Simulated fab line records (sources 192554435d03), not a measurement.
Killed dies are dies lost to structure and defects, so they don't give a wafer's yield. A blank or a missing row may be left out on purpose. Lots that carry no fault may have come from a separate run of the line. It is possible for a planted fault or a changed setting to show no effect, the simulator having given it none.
Split-lot study | flow n5 finfet | on a route of 1938 steps: 7 lots, 39 wafers read

THE SPLIT ITSELF
At N5_BEOL_M9_DESCUM_16 (chemistry O2, time 7.9 s), the setting time s was moved away from the recipe's 7.9 s on 15 of the 39 wafers read, by -35.1% to +50.8%. For the rest of the wafers, this setting stayed at what the recipe calls for.

There is no step in the file separating the split from the reading.

THE READING
CAR-ArF_of_BEOL_M9_COAT_05.thk nm (the simulator's own value, which no gauge read), in nm, at N5_BEOL_M9_ETCH_61 (etches SiARC in CF4, target depth 39 nm, time 65 s). There is no usual value for it anywhere in the file. Across the 24 wafers here that went through the recipe, the average is 55.5 nm and the standard deviation 0.26 nm.

wafer  | tool, chamber at the split | time s as run, s | against the recipe | CAR-ArF_of_BEOL_M9_COAT_05.thk nm, nm | against lot-mates on the recipe
L074.1 | rie diel-03, 0             | 11.91            | +50.8%             | 53                                    | -2.3
L074.2 | rie diel-03, 1             | 7.9              | recipe             | 55.6                                  | -
L074.3 | rie diel-03, 3,1           | 7.9              | recipe             | 55.2                                  | -
L074.6 | rie diel-03, 3,1           | 7.9              | recipe             | 55.2                                  | -
L074.4 | rie diel-03, 0,3           | 11.91            | +50.8%             | 52.8                                  | -2.5
L074.5 | rie diel-03, 0,3           | 11.91            | +50.8%             | 52.8                                  | -2.5
L077.1 | rie diel-05, 2             | 5.129            | -35.1%             | 56.6                                  | +1.5
L077.4 | rie diel-05, 1             | 5.129            | -35.1%             | 56.6                                  | +1.5
L077.2 | rie diel-05, 0             | 5.129            | -35.1%             | 57                                    | +1.9
L077.3 | rie diel-05, 3             | 7.9              | recipe             | 55.4                                  | -
L077.5 | rie diel-05, 1,2           | 7.9              | recipe             | 55                                    | -
L077.6 | rie diel-05, 1,2           | 7.9              | recipe             | 55                                    | -
L083.1 | rie diel-03, 0,1,3         | 7.9              | recipe             | 55.4                                  | -
L083.2 | rie diel-03, 0,1,3         | 7.9              | recipe             | 55.4                                  | -
L083.4 | rie diel-03, 0,1,3         | 7.9              | recipe             | 55.4                                  | -
L083.3 | rie diel-03, 2,1           | 11.04            | +39.7%             | 53.4                                  | -2.0
L083.6 | rie diel-03, 2,1           | 11.04            | +39.7%             | 53.4                                  | -2.0
L083.5 | rie diel-03, 2             | 11.04            | +39.7%             | 53.6                                  | -1.8
L091.1 | rie diel-02, 3,1,2         | 10.68            | +35.2%             | 54                                    | -1.8
L091.4 | rie diel-02, 3,1,2         | 10.68            | +35.2%             | 54                                    | -1.8
L091.5 | rie diel-02, 3,1,2         | 10.68            | +35.2%             | 54                                    | -1.8
L091.2 | rie diel-02, 2             | 7.9              | recipe             | 56                                    | -
L091.3 | rie diel-02, 0             | 7.9              | recipe             | 55.6                                  | -
L091.6 | rie diel-02, 1             | 7.9              | recipe             | 55.8                                  | -
L093.3 | rie diel-03, 0             | 7.9              | recipe             | 55.8                                  | -
L093.4 | rie diel-03, 2             | 7.9              | recipe             | 55.6                                  | -
L093.5 | rie diel-03, 1             | 7.9              | recipe             | 56                                    | -
L094.1 | rie diel-05, 3,2,1,1       | 7.9              | recipe             | 55.4                                  | -
L094.3 | rie diel-05, 3,2,1,1       | 7.9              | recipe             | 55.4                                  | -
L094.4 | rie diel-05, 3,2,1,1       | 7.9              | recipe             | 55.4                                  | -
L094.5 | rie diel-05, 2             | 7.9              | recipe             | 55.4                                  | -
L094.2 | rie diel-05, 0             | 7.9              | recipe             | 55.8                                  | -
L094.6 | rie diel-05, 3,2,1,1       | 7.9              | recipe             | 55.6                                  | -
L096.1 | rie diel-05, 1,0           | 7.9              | recipe             | 55.8                                  | -
L096.2 | rie diel-05, 1,0           | 7.9              | recipe             | 55.6                                  | -
L096.3 | rie diel-05, 2,3           | 9.663            | +22.3%             | 54.6                                  | -1.0
L096.4 | rie diel-05, 3             | 9.663            | +22.3%             | 54.8                                  | -0.8
L096.5 | rie diel-05, 2             | 7.9              | recipe             | 55.4                                  | -
L096.6 | rie diel-05, 2,3           | 9.663            | +22.3%             | 54.4                                  | -1.2
When a row names more than one chamber, that row covers several wafers, and the file does not tell which wafer ran in which chamber.

FIT RESULTS
A straight line over all 39 wafers: CAR-ArF_of_BEOL_M9_COAT_05.thk nm changes by -0.0457 nm for each +1% of time s; r = -0.97; the points scatter about the line by 0.27 nm.
The same after taking each lot's own level away (the mean of its wafers on the recipe; 39 wafers): -0.0481 nm for each +1%; r = -0.99; scatter 0.16 nm.
The reading moves by 2.4 nm for the largest change in time s, on that fit.
Across the lots, their own levels run from 55.13 to 55.80 nm, a range of 2.5 times the standard deviation given above.
Hence the lot-to-lot level has little effect on the slope; both slopes agree.
Check: with one of the wafers moved furthest among these (+50.8%) left out of the fit, the line predicts -2.47 nm for it against its lot-mates. It came out at -2.33 nm against them.

ADDITIONAL SPLITS CARRIED BY THESE WAFERS
Note: prior to the reading, these wafers also went through further splits. Each is held against what the fit with the lots' levels taken away leaves over:
other split on the same wafers        | wafers away from the commonest value | r with CAR-ArF_of_BEOL_M9_COAT_05.thk nm (lot level and that fit taken away)
N5_SD_EPI_N_DEVELOP_08 develop time s | 6                                    | -0.18
N5_MOL_CONTACT_COAG_ALD_27 ald cycles | 12                                   | -0.08
N5_BEOL_M7_SPUTTER_48 target thk a    | 9                                    | -0.02

THE WHOLE CHAIN: every reading that the file lists as answering this split, in the file's order
step                 | what it does                                       | reading                                                                            | change (the file's fit)                | r (the file's)
N5_BEOL_M9_DESCUM_16 | chemistry O2, time 7.9 s                           | CAR-ArF_of_BEOL_M9_COAT_05.thk nm (the simulator's own value, which no gauge read) | -0.0501 nm for each +1% of the setting | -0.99
N5_BEOL_M9_ETCH_61   | etches SiARC in CF4, target depth 39 nm, time 65 s | CAR-ArF_of_BEOL_M9_COAT_05.thk nm (the simulator's own value, which no gauge read) | -0.0483 nm for each +1% of the setting | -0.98

THE FILE'S OWN FIT
CAR-ArF_of_BEOL_M9_COAT_05.thk nm changes by -0.0483 nm for each +1% of time s, r = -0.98.
